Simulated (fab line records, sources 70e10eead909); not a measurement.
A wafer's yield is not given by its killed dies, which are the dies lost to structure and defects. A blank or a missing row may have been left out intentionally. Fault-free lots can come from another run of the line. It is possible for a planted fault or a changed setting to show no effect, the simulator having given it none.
Shared-tool check    flow nand harc    12 lots, 36 wafers sampled

== THE REASON FOR OPENING IT ==
At NHARC_P_M0_CD_MEAS_09 the reading cd nm is flagged on 1 of 12 lots. Fault-free wafers read 90.3 nm, with a standard deviation of 0.6.
Rule: flag the lot when none of its wafers has a number, or when each of its wafers that has one lies beyond 4 standard deviations from that mean. The rest of the lots are taken to be sound.

lot   measured      on         cd nm (nm), wafer by wafer  flag
L236  day 5 22:19   cd sem-03  91.3 90.8 92.0              
L237  day 6 10:04   cd sem-03  90.4 91.5 91.4              
L239  day 6 19:56   cd sem-02  89.7 90.7 90.1              
L240  day 6 21:47   cd sem-01  90.7 90.4 90.7              
L243  day 7 03:34   cd sem-01  89.3 90.2 90.1              
L245  day 8 05:08   cd sem-02  120.5 119.5 119.4           FLAGGED
L246  day 8 06:16   cd sem-03  90.4 91.0 90.4              
L249  day 9 04:31   cd sem-03  90.7 90.1 90.3              
L252  day 9 14:49   cd sem-01  89.7 91.2 89.9              
L255  day 10 11:50  cd sem-03  89.3 90.2 90.3              
L258  day 11 05:13  cd sem-01  89.7 90.3 91.1              
L259  day 11 17:23  cd sem-01  90.0 89.4 89.9              
Average over the flagged lots: 119.8 nm; offset from the usual +29.5 nm, equal to +49 standard deviations.

== WHICH TOOL EACH LOT WENT THROUGH ==
The record holds 2 process steps before the reading, out of a route of 1159 steps. Read each cell as the tool, then ch plus the chambers that the sampled wafers visited, then the start.
lot   flag     NHARC_P_CONTACT_CMP_24         NHARC_P_M0_PEB_07
L236           cmp-01 ch 0,1, day 5 21:09     litho track-01 ch 0, day 5 22:14
L237           cmp-02 ch 2,3, day 6 08:46     litho track-01 ch 0, day 6 09:59
L239           cmp-03 ch 0,2,3, day 6 18:38   litho track-04 ch 0, day 6 19:52
L240           cmp-02 ch 1,2,3, day 6 20:32   litho track-01 ch 0, day 6 21:41
L243           cmp-01 ch 0,1,2, day 7 02:22   litho track-06 ch 0, day 7 03:29
L245  FLAGGED  cmp-02 ch 0,3, day 8 03:56     litho track-06 ch 0, day 8 05:02
L246           cmp-01 ch 1,2,3, day 8 04:58   litho track-04 ch 0, day 8 06:11
L249           cmp-03 ch 1,2,3, day 9 03:17   litho track-01 ch 0, day 9 04:26
L252           cmp-03 ch 0,1, day 9 13:18     litho track-01 ch 0, day 9 14:44
L255           cmp-03 ch 0,1,2, day 10 10:40  litho track-01 ch 0, day 10 11:45
L258           cmp-03 ch 0,1,3, day 11 03:57  litho track-01 ch 0, day 11 05:08
L259           cmp-01 ch 1,2,3, day 11 16:04  litho track-01 ch 0, day 11 17:18
What is done by these steps:
- NHARC_P_CONTACT_CMP_24: polishes, t overpolish 30 s, target thk 200 nm.
- NHARC_P_M0_PEB_07: peb time 65 s.
- NHARC_P_M0_CD_MEAS_09: target cd 90 nm.

== FLAGGED AGAINST TOTAL, ONE TOOL AT A TIME (gauges that did the reading follow at the end) ==
step                    tool            lots run  flagged  share of the flagged lots  sound lots run after its first flagged lot
NHARC_P_CONTACT_CMP_24  cmp-01          4         0        none                       -
NHARC_P_CONTACT_CMP_24  cmp-02          3         1        all                        0
NHARC_P_CONTACT_CMP_24  cmp-03          5         0        none                       -
NHARC_P_M0_PEB_07       litho track-01  8         0        none                       -
NHARC_P_M0_PEB_07       litho track-04  2         0        none                       -
NHARC_P_M0_PEB_07       litho track-06  2         1        all                        0
NHARC_P_M0_CD_MEAS_09   cd sem-01       5         0        none                       -
NHARC_P_M0_CD_MEAS_09   cd sem-02       2         1        all                        0
NHARC_P_M0_CD_MEAS_09   cd sem-03       5         0        none                       -

== WHAT IS ALLOWED BY THE TABLE ==
cmp-02 at NHARC_P_CONTACT_CMP_24, litho track-06 at NHARC_P_M0_PEB_07 and cd sem-02 at NHARC_P_M0_CD_MEAS_09: these 3 rows of the table ran every flagged lot.
- cmp-02 at NHARC_P_CONTACT_CMP_24 ran 3 lots, 1 of them flagged. Last sound lot L240 at day 6 20:32, first flagged lot L245 at day 8 03:56; a fault beginning in between fits.
- litho track-06 at NHARC_P_M0_PEB_07 ran 2 lots, 1 of them flagged. Last sound lot L243 at day 7 03:29, first flagged lot L245 at day 8 05:02; a fault beginning in between fits. Its own readings (heater power total W, plate temp C) fall more than 4 standard deviations out on all wafers of the flagged lots.
- cd sem-02 at NHARC_P_M0_CD_MEAS_09 ran 2 lots, 1 of them flagged. Last sound lot L239 at day 6 19:56, first flagged lot L245 at day 8 05:08; a fault beginning in between fits.
These 3 tools cannot be told apart by counting lots, since each of them fits a fault that started at some hour. More lots, or a look at what each step does to the wafer, might.

== WHAT THE SIMULATOR HAD INSERTED ==
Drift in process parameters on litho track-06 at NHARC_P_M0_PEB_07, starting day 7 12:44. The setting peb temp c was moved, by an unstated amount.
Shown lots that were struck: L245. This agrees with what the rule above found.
